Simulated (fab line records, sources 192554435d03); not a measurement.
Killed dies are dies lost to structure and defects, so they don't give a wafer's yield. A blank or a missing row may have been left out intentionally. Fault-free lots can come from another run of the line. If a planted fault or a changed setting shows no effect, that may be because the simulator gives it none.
Chamber matching | flow n5Finfet | N5_DUMMY_GATE_ETCH_31 on rieDiel-03: 4 sister chambers
The step etches SiO2 in C4F6/O2, target depth 82.5 nm, time 27.5 s. 14 wafers are shown with their chamber, then 7 later ones without.

== WAFERS PAIRED WITH THEIR CHAMBERS ==
wafer  | chamber | drypumpMotorCurrentA (A) | rfVppV (V) | showerheadPlenumPTorr (Torr)
L075.1 | 0       | 5.4                      | 677        | 2.95
L075.2 | 2       | 4.8                      | 664        | 2.83
L075.4 | 3       | 5.1                      | 655        | 2.90
L078.1 | 0       | 5.3                      | 680        | 2.95
L078.4 | 2       | 4.8                      | 664        | 2.82
L078.6 | 2       | 4.8                      | 664        | 2.82
L082.2 | 3       | 5.1                      | 656        | 2.89
L082.3 | 2       | 4.8                      | 664        | 2.82
L082.6 | 3       | 5.1                      | 655        | 2.89
L086.1 | 3       | 5.1                      | 654        | 2.89
L086.3 | 2       | 4.8                      | 665        | 2.82
L086.4 | 1       | 5.2                      | 663        | 2.95
L093.1 | 3       | 5.1                      | 655        | 2.88
L093.4 | 0       | 5.4                      | 679        | 2.94

SIGNATURES (averages over the wafers above)
reading               | chamber 0 | chamber 1 | chamber 2 | chamber 3 | scatter within a chamber
drypumpMotorCurrentA  | 5.367     | 5.200     | 4.800     | 5.100     | 0.0258
rfVppV                | 678.67    | 663.00    | 664.20    | 655.00    | 0.864
showerheadPlenumPTorr | 2.9467    | 2.9500    | 2.8220    | 2.8900    | 0.00589
Rule: for each reading, subtract the chamber's mean from the wafer's reading, divide by that reading's scatter and square the result; add these up over the readings and take the root, which gives the wafer's distance from the chamber. If the next closest chamber is less than 2 further off than the closest, the wafer can't be placed; otherwise it belongs to the closest. The scatter: the root of (the sum of the squares of (reading less its chamber's mean) over the shown wafers, divided by (wafers less chambers)).

== WAFERS MISSING THEIR CHAMBER ==
wafer  | drypumpMotorCurrentA (A) | rfVppV (V) | showerheadPlenumPTorr (Torr)
L093.6 | 5.1                      | 656        | 2.88
L094.1 | 5.2                      | 660        | 2.95
L094.2 | 5.3                      | 678        | 2.94
L094.3 | 5.1                      | 654        | 2.88
L096.1 | 5.3                      | 679        | 2.93
L096.3 | 5.2                      | 660        | 2.94
L096.5 | 5.1                      | 655        | 2.88

== THE CHAMBER EACH PASSED THROUGH ==
wafer  | from the rows above | in truth
L093.6 | 3                   | 3
L094.1 | 1                   | 1
L094.2 | 0                   | 0
L094.3 | 3                   | 3
L096.1 | 0                   | 0
L096.3 | 1                   | 1
L096.5 | 3                   | 3
Correct placement for 7 of the 7. From these rows, 0 cannot be placed. Number placed wrongly: 0.
